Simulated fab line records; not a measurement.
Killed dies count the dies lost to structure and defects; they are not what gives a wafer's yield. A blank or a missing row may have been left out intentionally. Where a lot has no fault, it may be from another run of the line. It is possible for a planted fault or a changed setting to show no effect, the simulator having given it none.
Struck lot and sound lot, side by side ; flow n5Finfet ; 40 out of 1938 route steps
Sound: wafers L978.3, L978.5, L978.6. Struck: wafer L968.4. (L968.3, L968.6 of the same lot were not struck and are left out.) The cause comes at the end.
Order at every step that has rows: each side's tool, ch and its chambers, its first start. Under that, the readings that differ: sound wafers ; struck wafers ; difference of the means ; sigmas: that difference in standard deviations of wafers without a fault.
alike: readings whose means differ by less than 2 such deviations, and words and numbers that are the same on both sides. not compared: withheld readings, readings that some wafer has no value for, bounds like >300 that may hide the same value, and numbers for which the record gives no deviation and whose values overlap.
A row with sigmas, a row that says differs or no value, or rows on one side alone: a step with any of these is where the two part. Non-overlapping numbers with no deviation appear without sigmas and do not part them. A reading missing from all wafers of one side parts the sides only when that side holds two or more wafers.

first, 10 steps without rows for these wafers: N5_HKMG_FIN_CMP_23 (polishes, stops on SiNx, t overpolish 10 s, target thk 46.326 nm); N5_HKMG_FIN_CMP_94 (polishes, stops on SiNx, t overpolish 4.7 s, target thk 43.299 nm); N5_GATE_CUT_ETCHBACK_00 (etches W in SF6/Cl2); N5_GATE_CUT_ETCH_56 (etches TiN in Cl2/Ar, target depth 21.6 nm); N5_GATE_CUT_ETCHBACK_30 (etches TiN in Cl2/Ar, target depth 3 nm); N5_GATE_CUT_VAPOR_ETCH_60 (etches HfO2 in BCl3/Cl2); N5_GATE_CUT_ETCH_58 (etches SiNx in CH3F/O2, target depth 17 nm, time 128.6 s); N5_GATE_CUT_STRIP_59 (strips in N2/H2, time 20 s); N5_GATE_CUT_PRECLEAN_31 (cleans in DIW, time 300 s); N5_GATE_CUT_SRD_32 (time 30 s).
N5_GATE_CUT_SAC_CAP_01: material SiNx, target thk 24 nm, pulse time 1 s, ald cycles 480.
  sound on aldSin-01 ch 1,2, day 8 12:40; struck on aldSin-03 ch 2, day 6 10:56
reading;sound;struck;difference;sigmas
aldCycles;480 480 480;205;-275;
susceptorTempC (C);399.81 399.99 399.92;399.42;-0.49;-2
model.SiNx_of_GATE_CUT_SAC_CAP_01.thkNm (nm);24 24 24.2;10.4;-13.7;
  alike: heaterPowerW, precursorPulseHeightRel
then, 25 steps without rows for these wafers: N5_GATE_CUT_PECVD_57 (deposits SiNx from SiH4/NH3/N2, target thk 21 nm); N5_GATE_CUT_CMP_02 (polishes, stops on SiO2, t overpolish 12.7 s, target thk 0 nm); N5_GATE_CUT_HM_DEP_46 (deposits SiO2 from TEOS/O2, target thk 130 nm, time 26.6 s); N5_GATE_CUT_COAT_34 (time 60 s, resist thk 60 nm); N5_GATE_CUT_COAT_35 (time 60 s, resist thk 10 nm); N5_GATE_CUT_COAT_27 (time 60 s, resist thk 10 nm); N5_GATE_CUT_COAT_07 (resist thk 30 nm); N5_GATE_CUT_EBR_09; N5_GATE_CUT_SOFTBAKE_08 (time 60 s); N5_GATE_CUT_EXPOSE_10 (exposes mask GATE CUT, target cd 20 nm); N5_GATE_CUT_PEB_11 (peb time 60 s); N5_GATE_CUT_DEVELOP_12 (develop time 30 s); N5_GATE_CUT_DESCUM_18 (chemistry O2, time 7 s); N5_GATE_CUT_ETCH_28 (etches underlayer in N2/H2, target depth 13 nm, time 10.4 s); N5_GATE_CUT_ETCH_36 (etches SiARC in CF4, target depth 13 nm, time 21.7 s); N5_GATE_CUT_ETCH_37 (etches SOC in N2/H2, target depth 60 nm, overetch 12 nm, time 90 s); N5_GATE_CUT_STRIP_38 (strips in N2/H2); N5_GATE_CUT_STRIP_39 (strips in N2/H2); N5_GATE_CUT_HM_OPEN_40 (chemistry C4F6/O2, target SiO2, target depth 139 nm, time 85.1 s); N5_GATE_CUT_STRIP_41 (strips in CF4); N5_GATE_CUT_STRIP_42 (strips in O2); N5_GATE_CUT_ETCH_19 (etches SiNx in CH3F/O2, target depth 53.7 nm, time 76.7 s); N5_GATE_CUT_CUT_ETCH_53 (etches W in SF6/Cl2, target depth 79.2 nm); N5_GATE_CUT_CUT_ETCH_54 (etches TiN in Cl2/BCl3, target depth 96.7 nm); N5_GATE_CUT_CUT_ETCH_55 (etches HfO2 in BCl3, target depth 3.2 nm).
N5_MOL_CONTACT_COAG_CMP_28: polishes, stops on SiNx, t overpolish 0.85 s, target thk 14.522 nm.
  sound on cmp-02 ch 1,2,3, day 9 05:10; struck on cmp-02 ch 2, day 7 01:51
reading;sound;struck;difference;sigmas
model.SiNx_of_GATE_CUT_SAC_CAP_01.thkNm (nm);18 18 18;7.8;-10.2;
  alike: headPressurePsi, motorCurrentA, retainingRingPressureFrac, timeToEndpointS
N5_MOL_CONTACT_COAG_THK_MEAS_29:
  sound on filmMetro-01 at day 9 05:23; struck on filmMetro-01 at day 7 02:07
reading;sound;struck;difference;sigmas
MD_CAP_THK (nm);17.97 17.87 18.03;7.82;-10.14;-99 or more
N5_MOL_CONTACT_COAG_ETCH_47: etches SiNx in CH3F/O2, stops on W, target depth 27 nm.
  sound on rieDiel-04 ch 2,3, day 9 07:07; struck on rieDiel-04 ch 1, day 7 04:43
reading;sound;struck;difference;sigmas
etchRfOnTimeS (s);31.8 31.8 31.4;13.3;-18.4;-35
oes_ar_750_au (a.u.);0.73 0.73 0.72;0.90;+0.17;+2
oesProductAu (a.u.);0.66 0.66 0.64;0.81;+0.16;+2
model.etch.tClearS (s);26.5 26.53 26.15;11.07;-15.32;
model.MOL_CONTACT_COAG.featureDepthNm (nm);18.4 18.6 18.6;8;-11;
model.etch.depthNm (nm);17.91 17.91 18.03;7.79;-10.16;
  alike: drypumpMotorCurrentA, rfVppV, showerheadPlenumPTorr, throttleValvePct
  not compared: rfHoursCounterH
-- record jumps: 5 days separate the struck wafers' starts on either side; left off in module MOL_CONTACT_COAG, taken up again in module BEOL_M4, whose first shown step is the route's number 1111 --
N5_BEOL_M4_RC_MEAS_101:
  sound on prober-02 ch 0, day 14 15:12; struck on prober-02 ch 0, day 12 02:12
  alike: DIBL_N, DIBL_P, IOFF_N, IOFF_P, ION_N, ION_P, SS_N, SS_P, VT_N, VT_P

== WHERE THEY PART ==
Last at N5_MOL_CONTACT_COAG_ETCH_47 as far as this record goes, first at N5_GATE_CUT_SAC_CAP_01. Later steps at which nothing parts them and some readings are alike: N5_BEOL_M4_RC_MEAS_101.

WHY: what had been put in by the simulator
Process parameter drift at N5_GATE_CUT_SAC_CAP_01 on aldSin-03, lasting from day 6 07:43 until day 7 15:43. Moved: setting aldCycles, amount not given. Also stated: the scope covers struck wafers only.
